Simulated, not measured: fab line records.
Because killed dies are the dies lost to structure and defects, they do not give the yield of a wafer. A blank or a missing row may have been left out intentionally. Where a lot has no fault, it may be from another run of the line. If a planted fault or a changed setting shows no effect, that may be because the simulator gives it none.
What tool caused it? :: flow nandHarc :: 6 lots, 18 wafers sampled, at 5 steps of a route of 1159

## WHAT THE GAUGES READ, wafer by wafer
NHARC_END_SORT_01.
lot: L935
measured: day 23 12:39
on: prober-02
killedOpen: 4 1 3

lot: L937
measured: day 24 07:22
on: prober-01
killedOpen: 3 6 2

## EACH LOT AND THE TOOL THAT RAN IT (in order: tool; ch and the chambers of the sampled wafers; start)
lot: L924
NHARC_A_STAIRCASE_STRIP_171: plasmaAsher-02 ch 0,1, day 11 15:25
NHARC_A_STAIRCASE_DESCUM_11: rieDiel-06 ch 0,1,3, day 11 16:49
NHARC_A_STAIRCASE_ETCH_13: rieDiel-06 ch 0,2, day 11 17:53 or earlier
NHARC_A_STAIRCASE_ETCH_17: rieDiel-06 ch 1,3, day 11 17:53

lot: L936
NHARC_A_STAIRCASE_STRIP_171: plasmaAsher-02 ch 0,1, day 14 11:44
NHARC_A_STAIRCASE_DESCUM_11: rieDiel-02 ch 0,1,3, day 14 13:08
NHARC_A_STAIRCASE_ETCH_13: rieDiel-02 ch 0,1,3, day 14 13:51 or earlier
NHARC_A_STAIRCASE_ETCH_17: rieDiel-02 ch 0,1,3, day 14 13:51

lot: L935
NHARC_A_STAIRCASE_STRIP_171: plasmaAsher-01 ch 0,1, day 14 14:53
NHARC_A_STAIRCASE_DESCUM_11: rieDiel-01 ch 0,2,3, day 14 16:17
NHARC_A_STAIRCASE_ETCH_13: rieDiel-01 ch 0,1,3, day 14 17:02 or earlier
NHARC_A_STAIRCASE_ETCH_17: rieDiel-01 ch 0,2,3, day 14 17:02

lot: L937
NHARC_A_STAIRCASE_STRIP_171: plasmaAsher-02 ch 0,1, day 15 03:49
NHARC_A_STAIRCASE_DESCUM_11: rieDiel-02 ch 0,1,3, day 15 05:13
NHARC_A_STAIRCASE_ETCH_13: rieDiel-02 ch 0,1,3, day 15 05:57 or earlier
NHARC_A_STAIRCASE_ETCH_17: rieDiel-02 ch 0,3, day 15 05:57

lot: L941
NHARC_A_STAIRCASE_STRIP_171: plasmaAsher-02 ch 0,1, day 15 08:32
NHARC_A_STAIRCASE_DESCUM_11: rieDiel-01 ch 1,2,3, day 15 10:05
NHARC_A_STAIRCASE_ETCH_13: rieDiel-01 ch 0,1,3, day 15 11:29 or earlier
NHARC_A_STAIRCASE_ETCH_17: rieDiel-01 ch 0,1,3, day 15 11:29

lot: L945
NHARC_A_STAIRCASE_STRIP_171: plasmaAsher-02 ch 0,1, day 16 13:39
NHARC_A_STAIRCASE_DESCUM_11: rieDiel-02 ch 0,2,3, day 16 15:07
NHARC_A_STAIRCASE_ETCH_13: rieDiel-02 ch 0,2,3, day 16 15:49 or earlier
NHARC_A_STAIRCASE_ETCH_17: rieDiel-02 ch 1,2,3, day 16 15:49
- NHARC_A_STAIRCASE_STRIP_171: strips in O2.
- NHARC_A_STAIRCASE_DESCUM_11: chemistry O2, time 3 s.
- NHARC_A_STAIRCASE_ETCH_13: etches the open film in C4F8/O2, target depth 100 nm, time 40.5 s.
- NHARC_A_STAIRCASE_ETCH_17: etches the open film in C4F8/O2, target depth 100 nm, time 40.5 s.

## THE ANSWER, worked out from the rows above alone
Rule: what is usual is taken from the lots themselves. The widest of any qualifying gaps counts: lots, ordered by their means at a reading, are off when they make up no more than a third of the lots, leave a main group of 4 or more, and stand apart from it by 3 or more times the standard deviation of that group's means. If all means in a main group match to the digits the tables above print for the reading, that group is not used. A lot without any number at a reading at which 4 lots or more have one is off too. Where the step has rows for the other lots, those lots are counted as sound.
No lot is off on any of the readings shown, so nothing can be concluded from this.

## WHAT HAD BEEN PUT IN BY THE SIMULATOR
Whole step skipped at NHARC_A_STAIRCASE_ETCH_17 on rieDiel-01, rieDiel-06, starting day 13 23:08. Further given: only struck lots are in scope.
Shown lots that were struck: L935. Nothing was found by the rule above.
